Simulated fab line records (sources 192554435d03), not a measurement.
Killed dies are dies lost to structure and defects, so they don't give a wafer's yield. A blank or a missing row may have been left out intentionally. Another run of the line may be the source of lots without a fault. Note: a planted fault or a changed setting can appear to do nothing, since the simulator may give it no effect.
fab line records | flow n5-finfet
[record] lots = 4 wafers = 12 last-day = 17
route steps=1938 shown BEOL_M0_CUTY@703 BEOL_M0@715 PASSIVATION@1936
lots with no fault: from the same line, run without faults
start-h: hours from the record's opening day to when the first of the lot's shown wafers began | wait-h: hours from the lot's prior step to this one | " identical to the entry in the row above | L1.1+2: several wafers, shown together as one row | - no value, or no start given | * or withheld: withheld | < > ~ a bound
route shown NAME@n: names a module that has steps shown in the file, with the first one's number in the route | usual: mean/standard deviation taken from wafers without a fault | same: alike in all rows | chamber/n: place in a boat | sites: each site's reading | _std_site: the standard deviation of these | _edge_site: inner sites' mean taken away from outer sites' mean | radius-mm: how far each site lies from the wafer's centre | mask NAME#n: copy n | behind: tool/chamber where the wafer was last shaped | hold: the reason the lot was held/the length of the hold in hours/how it ended | device: transistor that didn't switch, given as n, p or np | end of line: tests of these same wafers at the route's end | where a step has no rows: the recipe by itself | killed: the dies lost at the first sort to structure and to defects; this is not the yield of the wafer | map: a wafer's dies, marking killed ones x, the rest . and places with no die _
set.NAME: the setting that was run; set.NAME@STEP: the one run at that earlier step | model.NAME: the simulator's own value behind a step, which no gauge read
a table for each step, a row for each wafer; lots at some steps of the route
services: a tool's chamber out of use, with start hour (start-h, from the record's first day; less than 0 if before it), hours out, and reason
[[steps]]
[step N5_BEOL_M0_CUTY_EBR_52]
[recipe] solvent = PGMEA ebr-width-mm = 1.5
[step N5_BEOL_M0_CUTY_SOFTBAKE_53]
[recipe] temp-c = 110 time-s = 60 resist = CAR-ArF-block
[step N5_BEOL_M0_CUTY_EXPOSE_54]
[recipe] mask-id = M0_ABLK na = 1.35 source-shape = conventional sigma-outer = 0.8 polarization = unpolarized dose-mj = 36
[step N5_BEOL_M0_CUTY_PEB_55]
[recipe] peb-temp-c = 110 peb-time-s = 60 resist = CAR-ArF-block
[step N5_BEOL_M0_CUTY_DEVELOP_56]
[recipe] develop-time-s = 30 developer = TMAH resist = CAR-ArF-block rinse-liquid = diw dry = air-spin dev-temp-c = 23
[step N5_BEOL_M0_CUTY_DESCUM_61]
[recipe] chemistry = O2 time-s = 7.9 source-power-w = 50 bias-power-w = 20 pressure-mtorr = 20 rf-frequency-hz = 2.712e+07 temp-c = 40 resist = CAR-ArF-block o2-flow-sccm = 225
[step N5_BEOL_M0_CUTY_ETCH_62]
[recipe] chemistry = CF4 target = SiARC mask-material = CAR-ArF-block time-s = 58.5 ion-energy-ev = 80 pressure-mtorr = 40 source-w = 545 bias-w = 36 Ar_flow_sccm = 100 cf4-flow-sccm = 100 ends = cleared
[step N5_BEOL_M0_CUTY_ETCH_63]
[recipe] chemistry = N2/H2 target = SOC target-depth-a = 827 overetch-a = 165 mask-material = SiARC temp-c = 40 ion-energy-ev = 200 time-s = 124 pressure-mtorr = 30 source-w = 840 bias-w = 150 n2-flow-sccm = 200 h2-flow-sccm = 200
[step N5_BEOL_M0_CUTY_STRIP_64]
[recipe] chemistry = N2/H2 temp-c = 40 n2-flow-sccm = 200 h2-flow-sccm = 200 rf-frequency-hz = 6e+07
[step N5_BEOL_M0_ETCH_138]
[recipe] chemistry = CH3F/O2 target-depth-a = 120 target = SiCN time-s = 31.6 ion-energy-ev = 120 pressure-mtorr = 30 source-w = 395 bias-w = 75 Ar_flow_sccm = 150 CH3F_flow_sccm = 30 O2_flow_sccm = 20 ends = cleared
[usual] drypump-motor-current-A = 5.6/0.54 etch-rf-on-time-s = 29.3/0.86 oes-product-au = 0.69/0.052 rf-vpp-V = 297.2/1.5 showerhead-plenum-p-Torr = 2.00/0.056 throttle-valve-pct = 16.29/0.21
// columns lot.wafer tool chamber start-h wait-h drypump-motor-current-A etch-rf-on-time-s oes-product-au rf-hours-counter-h rf-vpp-V showerhead-plenum-p-Torr throttle-valve-pct
L615.1 rie-diel-02 3 180.57 0.0 5.4 29.3 0.66 147 300.2 2.08 16.38
L615.3 " 1 " " 5.1 30.8 0.73 39 296.5 1.97 16.37
L615.5 " 2 " " 5.1 28.9 0.76 - 297.3 1.95 16.39
L618.1 rie-diel-06 0 188.11 0.0 6.2 27.5 0.74 40 298.1 1.96 16.39
L618.2 " 3 " " 6.6 28.8 0.67 95 297.7 2.02 16.44
L618.6 " 1 " " 4.8 29.0 0.64 - 294.7 1.91 16.49
L619.1 rie-diel-06 2 200.01 0.0 5.4 30.1 0.68 101 295.7 1.94 16.31
L619.3 " 3 " " 6.6 29.8 0.67 98 298.6 2.02 16.46
L619.6 " 1 " " 4.8 29.2 0.63 - 296.6 1.91 16.48
L628.1 rie-diel-06 1 259.99 0.0 4.8 29.0 0.61 191 294.3 1.91 16.52
L628.3 " 2 " " 5.5 30.0 0.67 123 296.0 1.93 16.35
L628.6 " 3 " " 6.6 29.5 0.66 - 297.9 2.02 16.48
[step N5_BEOL_M0_HM_OPEN_105]
[recipe] chemistry = Cl2/BCl3 target-depth-a = 120 target = TiN ion-energy-ev = 150 pressure-mtorr = 10 icp-w = 1000 bias-w = 126 Cl2_flow_sccm = 53.25 bcl3-flow-sccm = 21.75 Ar_flow_sccm = 25
[step N5_BEOL_M0_STRIP_140]
[recipe] chemistry = CF4 resist = SiARC power-w = 300 bias-power-w = 75 pressure-mtorr = 50 cf4-flow-sccm = 150 rf-frequency-hz = 6e+07
[step N5_BEOL_M0_STRIP_104]
[recipe] chemistry = N2/H2 power-w = 450 temp-c = 40 pressure-mtorr = 20 rf-frequency-hz = 6e+07 overash-fraction = 0.3 bias-power-w = 7 h2-frac = 0.5 n2-flow-sccm = 200 h2-flow-sccm = 200
[step N5_BEOL_M0_WET_ETCH_106]
[recipe] chemistry = DHF dilution = 10:1 temp-c = 25 target = SiO2 target-depth-a = 1300 dry = ipa-marangoni rinse-time-s = 30 rinse-temp-c = 23
[step N5_BEOL_M0_ETCH_128]
[recipe] chemistry = CF4/N2 target-depth-a = 120 overetch-a = 51 target = SiCN time-s = 21.4 ion-energy-ev = 150 pressure-mtorr = 40 source-w = 430 bias-w = 70 Ar_flow_sccm = 100 cf4-flow-sccm = 60 n2-flow-sccm = 60
[step N5_BEOL_M0_TRENCH_ETCH_107]
[recipe] chemistry = C4F6/O2 target-depth-a = 328 target = SiOC time-s = 16.4 ion-energy-ev = 250 pressure-mtorr = 30 source-w = 355 bias-w = 185 Ar_flow_sccm = 300 C4F6_flow_sccm = 10 O2_flow_sccm = 10
[step N5_BEOL_M0_STRIP_142]
[recipe] chemistry = N2/H2 time-s = 10 power-w = 450 temp-c = 40 pressure-mtorr = 20 rf-frequency-hz = 6e+07 bias-power-w = 7 n2-flow-sccm = 200 h2-flow-sccm = 200
[step N5_BEOL_M0_HM_STRIP_129]
[recipe] chemistry = peroxide-tin-strip material = TiN target-depth-a = 170 temp-c = 50 time-s = 108
[step N5_BEOL_M0_SRD_130]
[recipe] time-s = 30 temp-c = 23 rinse-liquid = diw dry = ipa-marangoni
[step N5_BEOL_M0_ETCH_109]
[recipe] chemistry = CH3F/O2 target-depth-a = 80 overetch-a = 24 target = SiCN time-s = 27.4 ion-energy-ev = 120 pressure-mtorr = 30 source-w = 395 bias-w = 75 Ar_flow_sccm = 150 CH3F_flow_sccm = 30 O2_flow_sccm = 20
[step N5_BEOL_M0_STRIP_139]
[recipe] chemistry = post-etch-residue-remover time-s = 60 temp-c = 25 remover-ph = withheld remover-water-wt-pct = withheld remover-fluoride-wt-pct = withheld
[step N5_BEOL_M0_SRD_111]
[recipe] time-s = 30 temp-c = 23 rinse-liquid = diw dry = ipa-marangoni
[step N5_BEOL_M0_DEGAS_112]
[recipe] ambient = vacuum temp-c = 250 time-s = 60
[step N5_BEOL_M0_PRE_CLEAN_113]
[recipe] gas = H2/He time-s = 30 temp-c = 250
[step N5_BEOL_M0_ALD_136]
[recipe] material = TaN target-thk-a = * temp-c = 275 ald-precursor-family = PDMAT ald-co-reactant = NH3 pressure-torr = 3 carrier-flow-sccm = 1500 pulse-time-s = 2 purge-time-s = 3 co-reactant-purge-time-s = 2 co-reactant-pulse-time-s = 3 ald-cycles = 30 precursor-vessel-temp-c = 75 precursor-vessel-pressure-torr = 26.25 precursor-vessel-carrier-sccm = 1000
[step N5_BEOL_M0_SURFACE_TREAT_137]
[recipe] gas = Ar time-s = * ion-energy-ev = * ion-current-ma-cm2 = 0.5 pressure-mtorr = * ar-flow-sccm = 30
[step N5_BEOL_M0_CVD_115]
[recipe] material = Co target-thk-a = * temp-c = withheld precursor = CCTBA/H2 pressure-torr = 30 time-s = 120
[step N5_BEOL_M0_SPUTTER_116]
[recipe] material = Cu target-thk-a = 40 temp-c = -20 chamber-pressure-pa = 0.07 power-w = withheld time-s = 7.37
[step N5_BEOL_M0_ANNEAL_117]
[recipe] temp-c = 400 time-s = 60 ambient = vacuum
[step N5_BEOL_M0_SPUTTER_132]
[recipe] material = Cu target-thk-a = 40 temp-c = -20 chamber-pressure-pa = 0.07 power-w = withheld time-s = 7.37
[step N5_BEOL_M0_ANNEAL_133]
[recipe] temp-c = 400 time-s = 60 ambient = vacuum
[step N5_BEOL_M0_SPUTTER_134]
[recipe] material = Cu target-thk-a = 40 temp-c = -20 chamber-pressure-pa = 0.07 power-w = withheld time-s = 7.37
[step N5_BEOL_M0_ANNEAL_135]
[recipe] temp-c = 400 time-s = 60 ambient = vacuum
[step N5_BEOL_M0_SPUTTER_141]
[recipe] material = Cu target-thk-a = 40 temp-c = -20 chamber-pressure-pa = 0.07 power-w = withheld time-s = 7.37
[step N5_BEOL_M0_ECD_118]
[recipe] material = Cu target-thk-a = 3000
[step N5_BEOL_M0_ANNEAL_119]
[recipe] temp-c = 225 time-s = 90 ambient = N2
[step N5_BEOL_M0_CMP_120]
[recipe] stop-on = SiOC t-overpolish-s = 6.9 down-force-psi = 1 platen-rpm = 50 clearing-platen-down-force-psi = 1.5 clearing-platen-rpm = 50 post-cmp-clean = cu-alkaline clearing-platen-pad-velocity-m-s = 0.99484 pad-velocity-m-s = 0.99484
[step N5_PASSIVATION_PROBE_49]
[usual] defect-limited-yield = 91.0/1.5 killed_at_M0_to_M3 = 33/9.4 killed_at_M4_up = 14/4.8 killed-at-contacts = 13/7.3 killed-at-front-end = 43/13 killed-at-other = 3.6/2.9 killed-dies = 106/18 killed-on-rim = 14/4.2 killed-open = 69/13 killed-short = 35/8.2 sort_bin_5_function = 5.3/1 sort_bin_6_memory = 3.3/0.68 sort-n-pass = 1074/18 sort-yield-pct = 91.0/1.5
[same] gross-dies = 1180 killed-at-back-side = 0 sort_bin_4_leakage[%] = 0 sort_bin_8_speed[%] = 0
// columns lot.wafer tool chamber start-h wait-h defect-limited-yield[%] killed_at_M0_to_M3 killed_at_M4_up killed-at-contacts killed-at-front-end killed-at-other killed-dies killed-on-rim killed-open killed-short sort_bin_5_function[%] sort_bin_6_memory[%] sort-n-pass sort-yield-pct[%]
L615.1 prober-02 - 356.55 0.0 91.9 31 14 6 43 1 95 13 59 35 5.0 2.5 1085 91.9
L615.3 prober-02 - 356.65 0.1 90.1 26 18 17 54 2 117 12 81 35 5.5 4.2 1063 90.1
L615.5 prober-02 - 356.75 0.2 91.4 31 21 7 39 3 101 7 65 35 5.6 2.6 1079 91.4
L618.1 prober-01 - 358.10 0.0 79.6 170 7 16 45 3 241 17 68 33 12.0 4.7 939 79.6
L618.2 prober-01 - 358.15 0.1 85.6 112 6 4 42 6 170 23 47 30 8.1 3.1 1010 85.6
L618.6 prober-01 - 358.35 0.3 81.7 172 8 5 29 2 216 28 61 19 11.0 3.5 964 81.7
L619.1 prober-02 - 360.74 0.0 82.1 138 12 15 34 12 211 27 66 43 11.2 3.5 969 82.1
L619.3 prober-02 - 360.84 0.1 83.6 135 3 20 34 1 193 33 44 44 9.2 4.2 987 83.6
L619.6 prober-02 - 360.99 0.3 79.8 168 9 8 52 1 238 34 64 34 12.1 3.9 942 79.8
L628.1 prober-01 - 415.81 0.0 89.5 52 17 25 25 5 124 20 81 38 6.4 3.4 1056 89.5
L628.3 prober-01 - 415.91 0.1 87.4 49 18 24 55 3 149 19 93 54 8.1 3.9 1031 87.4
L628.6 prober-01 - 416.06 0.3 90.3 37 14 12 42 10 115 21 82 33 6.4 3.3 1065 90.3
// killed by level:class
L615.1 STI_FIN_REVEAL:geometric-particle:open=10 BEOL_M0_SAQP:geometric-particle:open=10 GATE_CUT:geometric-particle:short=9 BEOL_M3:geometric-particle:open=7 BEOL_M2:geometric-particle:open=6 DUMMY_GATE:geometric-particle:open=5 MOL_CONTACT_COAG:geometric-particle:open=5 BEOL_M0_SAQP:geometric-particle:short=5
L615.3 MOL_CONTACT_COAG:geometric-particle:open=16 DUMMY_GATE:geometric-particle:open=15 FIN_SAQP:geometric-particle:open=7 BEOL_M2:geometric-particle:open=7 BEOL_M3:geometric-particle:open=7 FIN_SAQP:geometric-particle:short=6 STI_FIN_REVEAL:geometric-particle:open=6 DUMMY_GATE:geometric-particle:short=6
L615.5 STI_FIN_REVEAL:geometric-particle:open=13 BEOL_M0_SAQP:geometric-particle:short=9 BEOL_M3:geometric-particle:open=9 BEOL_M2:geometric-particle:open=7 BEOL_M6:geometric-particle:open=6 STARTING-WAFER:geometric-particle:short=6 GATE_CUT:geometric-particle:short=5 MOL_CONTACT_COAG:geometric-particle:open=5
L618.1 BEOL_M0:unspecified=139 FIN_SAQP:geometric-particle:open=16 BEOL_M1:geometric-particle:open=13 BEOL_M0_SAQP:geometric-particle:short=10 MOL_CONTACT_COAG:geometric-particle:open=10 DUMMY_GATE:geometric-particle:open=7 MOL_CONTACT_COAG:geometric-particle:short=6 STI_FIN_REVEAL:geometric-particle:open=5
L618.2 BEOL_M0:unspecified=92 STI_FIN_REVEAL:geometric-particle:open=12 FIN_SAQP:geometric-particle:short=8 STI_FIN_REVEAL:geometric-particle:short=8 BEOL_M3:geometric-particle:open=6 ILD0:geometric-particle:open=4 BEOL_M1:geometric-particle:open=4 FIN_SAQP:geometric-particle:open=3
L618.6 BEOL_M0:unspecified=135 BEOL_M0_SAQP:geometric-particle:open=9 FIN_SAQP:geometric-particle:open=8 BEOL_M3:geometric-particle:open=8 BEOL_M2:geometric-particle:open=6 STI_FIN_REVEAL:geometric-particle:open=5 BEOL_M0_SAQP:geometric-particle:short=5 ILD0:geometric-particle:open=4
L619.1 BEOL_M0:unspecified=100 MOL_CONTACT_COAG:geometric-particle:open=12 BEOL_M0_SAQP:geometric-particle:short=11 BEOL_M2:geometric-particle:open=11 FIN_SAQP:geometric-particle:short=9 PASS1_CAP:geometric-particle:open=9 GATE_CUT:geometric-particle:short=7 BEOL_M3:geometric-particle:open=6
L619.3 BEOL_M0:unspecified=96 BEOL_M0_SAQP:geometric-particle:short=14 MOL_CONTACT_COAG:geometric-particle:open=13 FIN_SAQP:geometric-particle:short=12 BEOL_M0_SAQP:geometric-particle:open=9 MOL_CONTACT_COAG:geometric-particle:short=7 BEOL_M2:geometric-particle:open=6 HKMG_FIN:area-etch=6
L619.6 BEOL_M0:unspecified=133 FIN_SAQP:geometric-particle:short=13 STI_FIN_REVEAL:geometric-particle:open=11 BEOL_M0_SAQP:geometric-particle:short=10 BEOL_M0_SAQP:geometric-particle:open=9 BEOL_M2:geometric-particle:open=8 MOL_CONTACT_COAG:geometric-particle:open=7 FIN_SAQP:geometric-particle:open=6
L628.1 MOL_CONTACT_COAG:geometric-particle:open=19 BEOL_M2:geometric-particle:open=14 BEOL_M3:geometric-particle:open=10 BEOL_M3:geometric-particle:short=7 FIN_SAQP:geometric-particle:open=6 MOL_CONTACT_COAG:geometric-particle:short=6 BEOL_M1:geometric-particle:open=6 BEOL_M4:geometric-particle:open=6
L628.3 FIN_SAQP:geometric-particle:short=20 STI_FIN_REVEAL:geometric-particle:open=17 MOL_CONTACT_COAG:geometric-particle:open=17 BEOL_M3:geometric-particle:open=16 BEOL_M2:geometric-particle:open=8 FIN_SAQP:geometric-particle:open=7 MOL_CONTACT_COAG:geometric-particle:short=7 BEOL_M0_SAQP:geometric-particle:short=7
L628.6 STI_FIN_REVEAL:geometric-particle:open=9 MOL_CONTACT_COAG:geometric-particle:open=9 BEOL_M2:geometric-particle:open=9 BEOL_M3:geometric-particle:open=9 FIN_SAQP:geometric-particle:open=8 BEOL_M4:geometric-particle:open=7 STARTING-WAFER:geometric-particle:open=7 FIN_SAQP:geometric-particle:short=5
// map L618.1 (x killed, . not)
_________________............________________
______________x...x...x........._____________
___________.......x.....x....x.x...__________
__________xx...x........x..........._________
________.x..x.x............x........xx_______
_______x.................x............x______
______..........x..x........x..........._____
_____.............x.x............x.......____
____..............x.............x.....x...___
___......................x.................__
___........xx..x.....x.......xx.......x....__
__...................x............x........._
__......x...x.x..x.........................._
_......................x.x...xx..............
_...........x..xx..........x.x........x......
_.......................xx.xxxx.xxx.x........
_...........x......x...x..xxxxxxxxxx..x......
_........................xxxxxxxxxxxx......x.
_x.x....................xxxxxxxxxxxxx.....x..
_...xx...x....x...x.....xxxxxxxxxxxxxx.......
_...............x.....x..xxxxxxxxxxxx.x......
__............x....x....xxxxxxxxxxxxxx......_
__...........x...x....x..xxxxxxxxxxxx.x....._
___...............x...x.xxxxxxxxxxxx.x..x..__
___............x.......xx.xxxxxxxxxx.......__
____xx......................xxxxxxx.x.....___
_____.xx.......x......x...x..x...x...x...____
______...................xx.xx..xx......_____
_______.................x..............______
________x..x......x.......x.xx......x._______
__________x...x...xx......x.x......._________
___________.x......................__________
______________.......x.........._____________
_________________............________________
// map L619.6 (x killed, . not)
_________________.x.....x...x________________
______________.................._____________
___________...x....................__________
__________...........x.....x........_________
________............x.x..............._______
_______................................______
______......x..........................._____
_____.....xx..............x..............____
____.x.x........................x..x......___
___x..................x.x.......x..........__
___......x...x....................x........__
__.x.x.x......x.x..........................x_
__.......x.....x....x......................._
_.x.x.x............x..x........x.x......x...x
_x.........x............x...x............x.x.
_xx......xx.x.............x................xx
_.xx..xxx.xx..........x......................
_..xxxxxxxxxx.x.......x..x..x...............x
_..xx.xxxxxxxxx...............x......xx......
_.xxxxxxxxxxxxxx.....x......x................
_.xxxxxxxxxxxxxxx...........x.........x......
__xxxxxxxxxxxxxx..x...........x...x........._
__xxxxxxxxxxxxxxx..xx....x.................._
___xxxxxxxxxxxxx................x........x.__
___xxxxxxxxxxxxx.....x............x........__
____xxxxxxxxxxx.xx....x...x......x........___
_____xxx.xxxxxxx.x.x.....................____
______xxx.xxx....................x....x._____
_______x........x......................______
________.............................x_______
__________.................xx.x....._________
___________.xx.................x...__________
______________.....x...x........_____________
_________________........x...________________
[[services]]
// columns tool chamber start-h hours kind
rie-diel-06 0 162.38 3.7 repair
rie-diel-02 1 162.82 3.1 repair
rie-diel-06 3 237.05 5.0 repair
[[key]]
[first-sign] step = N5_PASSIVATION_PROBE_49 reading = killed_at_M0_to_M3 direction = up sigmas = 12 usual = 33 struck = 149
[effect] step = N5_PASSIVATION_PROBE_49 reading = killed-dies direction = up sigmas = 5.8 usual = 106 struck = 212
[more-kills-born-at] N5_BEOL_M0_ETCH_138@rie-diel-06 = 695
met-at N5_BEOL_M0_ETCH_138
struck-wafers L618.1,L618.2,L618.6,L619.1,L619.3,L619.6
[fault] kind = chamber-particle-source tool = rie-diel-06 chamber = - onset-h = 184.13 steps = N5_BEOL_M0_ETCH_138 rate-per-visit-cm2 = 1.4747 end-h = 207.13
